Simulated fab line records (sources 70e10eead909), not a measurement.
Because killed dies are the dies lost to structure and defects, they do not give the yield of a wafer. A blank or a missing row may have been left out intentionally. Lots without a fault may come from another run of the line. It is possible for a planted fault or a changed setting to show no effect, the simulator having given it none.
Which tool did it? :: flow nand harc :: 6 lots with 18 wafers sampled at 4 steps, on a route of 1302 steps

## WHAT EACH GAUGE READ, for each wafer
NHARC_END_SORT_01.
lot: L659
measured: day 24 11:40
on: prober-02
killed at periphery: 9 2 7

lot: L666
measured: day 27 09:34
on: prober-01
killed at periphery: 0 2 3

lot: L673
measured: day 30 15:08
on: prober-02
killed at periphery: 1 1 4

## WHAT TOOL EACH LOT RAN ON (gives the tool, then ch and the chambers of the sampled wafers, and finally the start)
lot: L659
NHARC_P_GATE_DEGAS_109: pvd sputter-03, day 6 04:40
NHARC_P_CONTACT_ETCH_18: rie diel-13 ch 0,3, day 6 07:47
NHARC_P_CONTACT_PVD_32: pvd sputter-01, day 24 11:40 or earlier

lot: L666
NHARC_P_GATE_DEGAS_109: pvd sputter-02, day 9 07:08
NHARC_P_CONTACT_ETCH_18: rie diel-06 ch 1,2, day 9 10:23
NHARC_P_CONTACT_PVD_32: pvd sputter-02, day 27 09:34 or earlier

lot: L669
NHARC_P_GATE_DEGAS_109: pvd sputter-03, day 10 06:26
NHARC_P_CONTACT_ETCH_18: rie diel-06 ch 0,1,3, day 10 09:40
NHARC_P_CONTACT_PVD_32: pvd sputter-02, no start

lot: L673
NHARC_P_GATE_DEGAS_109: pvd sputter-03, day 11 22:31
NHARC_P_CONTACT_ETCH_18: rie diel-06 ch 0,2,3, day 12 01:37
NHARC_P_CONTACT_PVD_32: pvd sputter-01, day 30 15:08 or earlier

lot: L678
NHARC_P_GATE_DEGAS_109: pvd sputter-02, day 14 01:49
NHARC_P_CONTACT_ETCH_18: rie diel-06 ch 0,1,2, day 14 05:07
NHARC_P_CONTACT_PVD_32: pvd sputter-02, no start

lot: L680
NHARC_P_GATE_DEGAS_109: pvd sputter-01, day 15 01:08
NHARC_P_CONTACT_ETCH_18: rie diel-06 ch 1,3, day 15 04:45
NHARC_P_CONTACT_PVD_32: pvd sputter-01, no start
- NHARC_P_GATE_DEGAS_109: time 60 s.
- NHARC_P_CONTACT_ETCH_18: etches the open film in C4F8/O2/Ar, target depth 481 nm, time 240.5 s.
- NHARC_P_CONTACT_PVD_32: deposits Ti, target thk 5 nm, time 17.7 s.

## THE ANSWER, worked out from the rows above alone
Rule: the usual values come from the lots themselves. Put in order of their means at a reading, lots are off if they are a third of the lots or fewer, leave a main group of 4 or more, and stand apart from it by a gap of 3 or more times the standard deviation of the main group's means; of several such gaps the widest counts. Not used: any main group whose means are identical at the precision the tables above print for the reading. Also off: a lot with no number at a reading for which 4 or more lots have one. Any other lot the step has rows for is counted as sound.
Nothing can be told from this: no lot is off at any reading shown.

## WHAT HAD BEEN PUT IN BY THE SIMULATOR
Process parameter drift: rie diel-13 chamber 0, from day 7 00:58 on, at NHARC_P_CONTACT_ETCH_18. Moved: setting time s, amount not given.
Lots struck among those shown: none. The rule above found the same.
